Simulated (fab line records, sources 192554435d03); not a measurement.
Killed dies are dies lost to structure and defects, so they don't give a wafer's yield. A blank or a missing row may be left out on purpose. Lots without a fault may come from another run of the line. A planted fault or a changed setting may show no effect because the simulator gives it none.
Chamber matching | flow n5_finfet | N5_MIM_BOT_LITHO_DESCUM_10 on rie_diel-05: 4 sister chambers
The step chemistry O2, time 7.9 s. 16 wafers are shown with their chamber, then 8 later ones without.

WAFERS WITH THEIR CHAMBER
wafer  | chamber | showerhead_plenum_p_Torr (Torr) | throttle_valve_pct (%) | drypump_motor_current_A (A)
L075.1 | 0       | 2.05                            | 20.01                  | 6.5
L075.5 | 2       | 2.07                            | 20.67                  | 6.2
L075.6 | 0       | 2.05                            | 20.00                  | 6.4
L078.1 | 2       | 2.07                            | 20.67                  | 6.3
L078.5 | 0       | 2.04                            | 20.02                  | 6.5
L078.6 | 2       | 2.07                            | 20.66                  | 6.2
L080.1 | 2       | 2.07                            | 20.65                  | 6.2
L080.5 | 0       | 2.04                            | 20.04                  | 6.5
L080.6 | 2       | 2.07                            | 20.67                  | 6.2
L081.4 | 1       | 2.24                            | 20.38                  | 6.4
L081.5 | 2       | 2.07                            | 20.69                  | 6.2
L081.6 | 0       | 2.04                            | 20.03                  | 6.5
L084.1 | 3       | 2.05                            | 20.59                  | 5.4
L084.2 | 1       | 2.24                            | 20.40                  | 6.5
L084.4 | 1       | 2.24                            | 20.39                  | 6.5
L096.2 | 1       | 2.23                            | 20.45                  | 6.4

SIGNATURES (means of the wafers above)
reading                  | chamber 0 | chamber 1 | chamber 2 | chamber 3 | scatter within a chamber
showerhead_plenum_p_Torr | 2.0440    | 2.2375    | 2.0700    | 2.0500    | 0.00403
throttle_valve_pct       | 20.0200   | 20.4050   | 20.6683   | 20.5900   | 0.02
drypump_motor_current_A  | 6.480     | 6.450     | 6.217     | 5.400     | 0.0468
Rule: a wafer's distance from a chamber is the root of the sum, over the readings, of the square of ((its reading less the chamber's mean) divided by the reading's scatter). The wafer belongs to the nearest chamber; if the next one is less than 2 further off, it can't be placed. The scatter: the root of (the sum of the squares of (reading less its chamber's mean) over the shown wafers, divided by (wafers less chambers)).

WAFERS WITHOUT THEIR CHAMBER
wafer  | showerhead_plenum_p_Torr (Torr) | throttle_valve_pct (%) | drypump_motor_current_A (A)
L096.4 | 2.06                            | 20.31                  | 6.3
L096.6 | 2.23                            | 20.44                  | 6.5
L092.2 | 2.23                            | 20.43                  | 6.5
L092.4 | 2.23                            | 20.45                  | 6.4
L092.6 | 2.03                            | 20.08                  | 6.4
L097.1 | 2.04                            | 20.64                  | 5.4
L097.2 | 2.05                            | 20.33                  | 6.3
L097.6 | 2.04                            | 20.64                  | 5.4

WHICH CHAMBER EACH WENT THROUGH
wafer  | from the rows above     | in truth
L096.4 | 0                       | 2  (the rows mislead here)
L096.6 | 1                       | 1
L092.2 | 1                       | 1
L092.4 | 1                       | 1
L092.6 | 0                       | 0
L097.1 | 3                       | 3
L097.2 | can't be placed: 0 or 2 | 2
L097.6 | 3                       | 3
Placed correctly: 6 of 8. Can't be placed from these rows: 1 (the true chamber is among the candidates in 1). Placed wrongly: 1.
